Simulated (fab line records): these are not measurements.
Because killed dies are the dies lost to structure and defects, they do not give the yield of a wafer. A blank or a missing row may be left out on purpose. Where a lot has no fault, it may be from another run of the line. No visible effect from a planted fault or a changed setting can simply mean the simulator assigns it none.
Chamber matching	flow nand harc	pecvd-04 running NHARC_A_STAIRCASE_DEP_471: 3 sister chambers
The step deposits SiO2, target thk 100 nm. 16 wafers are shown with their chamber, then 8 later ones without.

== WAFERS WITH THEIR CHAMBER ==
wafer	chamber	throttle valve pct (%)	heater power w (W)	susceptor temp C (C)
L080.4	0	15.4	588	399.80
L080.5	1	14.8	478	400.43
L080.6	2	16.3	397	400.25
L081.2	1	14.7	498	399.87
L081.5	0	15.4	650	400.14
L081.6	1	14.8	493	399.80
L083.1	2	16.5	525	400.10
L083.2	0	15.4	631	400.12
L083.3	1	15.0	492	400.46
L085.1	2	16.2	498	400.08
L085.3	1	14.7	519	400.08
L085.4	1	15.0	507	399.99
L090.1	1	14.9	434	400.14
L090.4	2	16.4	534	400.36
L090.5	1	15.1	430	399.68
L091.1	1	15.0	484	400.19

SIGNATURES (averages over the wafers above)
reading	chamber 0	chamber 1	chamber 2	scatter within a chamber
throttle valve pct	15.400	14.889	16.350	0.13
heater power w	623.00	481.67	488.50	40.6
susceptor temp C	400.0200	400.0711	400.1975	0.232
Rule: for a wafer and a chamber, the distance is found by dividing, reading by reading, the gap between the wafer's reading and the chamber's mean by the reading's scatter, squaring, summing and taking the root. The wafer belongs to the nearest chamber; if the next one is less than 2 further off, it can't be placed. How the scatter is found: for the shown wafers, subtract from each reading the mean of its chamber, square and add these, divide the total by (wafers less chambers), then take the root.

== WAFERS WITH NO CHAMBER GIVEN ==
wafer	throttle valve pct (%)	heater power w (W)	susceptor temp C (C)
L091.2	15.4	610	400.04
L091.3	16.7	412	399.68
L097.2	15.9	591	400.44
L097.5	16.0	588	400.04
L097.6	14.9	539	399.70
L096.1	15.0	538	400.24
L096.2	16.0	571	399.81
L096.6	14.9	396	400.44

== EACH ONE'S CHAMBER ==
wafer	from the rows above	in truth
L091.2	0	0
L091.3	2	2
L097.2	can't be placed: 0 or 2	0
L097.5	can't be placed: 2 or 0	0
L097.6	1	1
L096.1	1	1
L096.2	can't be placed: 2 or 0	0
L096.6	1	1
Correct placement for 5 of the 8. Cannot be placed on the basis of these rows: 3; the candidates contain the true chamber in 3. Number placed wrongly: 0.
